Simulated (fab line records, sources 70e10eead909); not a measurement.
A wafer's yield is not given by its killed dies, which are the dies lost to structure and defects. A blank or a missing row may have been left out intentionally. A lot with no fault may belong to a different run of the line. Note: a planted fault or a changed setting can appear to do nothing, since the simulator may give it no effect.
Problem report, 8D (eight disciplines) form, completed by code || flow nand-harc || the parts of the form that need people (team, actions taken, sign-off) are left out

## 1. WHAT WENT WRONG
Mean of run-length-s at NHARC_P_M1_ETCH_15: 99.4 s across 3 wafers in 2 lots; on wafers with no fault it is 112.6 s (standard deviation 0.43). Relative to the usual mean, that is a shift of -31 standard deviations.
The step: etches the open film in C4F8/Ar, target depth 182.5 nm, time 91.2 s.
Seen first at day 11 16:31 on rie-diel-03, wafer L541.4. Wafers with a number at this step in the record: 42, from 14 lots. Rule for "out", or "out of limits": more than 4 standard deviations from the usual mean. The rest of the wafers with a number are treated as sound.

## 2. WHAT IT IS, WHAT IT ISN'T
{"question": "which readings at this step", "is": "run-length-s", "is not": "oes-product-au, rf-vpp-V"}
{"question": "which lots", "is": "L541, L543", "is not": "L528, L530, L532, L533, L534, L535, L536, L537, L547, L549, L550, L551"}
{"question": "which wafers of those lots", "is": "L541.3, L541.4, L543.3", "is not": "L541.2, L543.5, L543.6"}
{"question": "read on which tools", "is": "rie-diel-03", "is not": "rie-diel-01, rie-diel-05"}
{"question": "when", "is": "from day 11 16:31", "is not": "up to then (25 sound wafers); but 14 sound wafers of L543, L547, L549, L550, L551 came after"}

## 3. THE SUSPECTS, EACH WITH WHAT RULES IT OUT
Counting: any tool at a process step up to the reading remains a suspect provided it ran every lot that is out. Sound lots after the first of them don't rule it out here, since some wafers of a struck lot are sound.
- rie-diel-03 at NHARC_P_M1_ETCH_15 (etches the open film in C4F8/Ar, target depth 182.5 nm, time 91.2 s): kept. It processed each lot that is out (first: L541, day 11 16:31); up to then, its last sound lot is L532 (day 7 22:23). Its own readings are out on those wafers: run-length-s.
The count leaves rie-diel-03 at NHARC_P_M1_ETCH_15.

## 4. THE CAUSE (what the simulator had put in)
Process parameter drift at NHARC_P_M1_ETCH_15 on rie-diel-03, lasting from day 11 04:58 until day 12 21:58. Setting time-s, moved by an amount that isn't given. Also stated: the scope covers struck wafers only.
After counting, this tool was the only one left.

## 5. SEQUENCE OF EFFECTS, ordered by route
Each row: a reading where the mean over the struck wafers with a number is more than 3 standard deviations away from the usual. Readings are gone through only where the record gives a usual standard deviation; hours: the median, over the lots, of the time from a lot's start at the first step in this table giving one to that lot's start at this step; sigmas: the change measured in usual standard deviations.
{"hours": 0, "step": "NHARC_P_M1_ETCH_15", "reading": "run-length-s", "usual": "112.6 s", "on struck wafers": 99.4, "change": -13.2, "sigmas": -31}
Process steps it contains:
- NHARC_P_M1_ETCH_15: etches the open film in C4F8/Ar, target depth 182.5 nm, time 91.2 s.

## 6. WHAT WOULD HAVE CAUGHT IT SOONER
First out-of-limits reading in this record: day 11 16:31, which is 12 hours after fault onset at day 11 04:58.
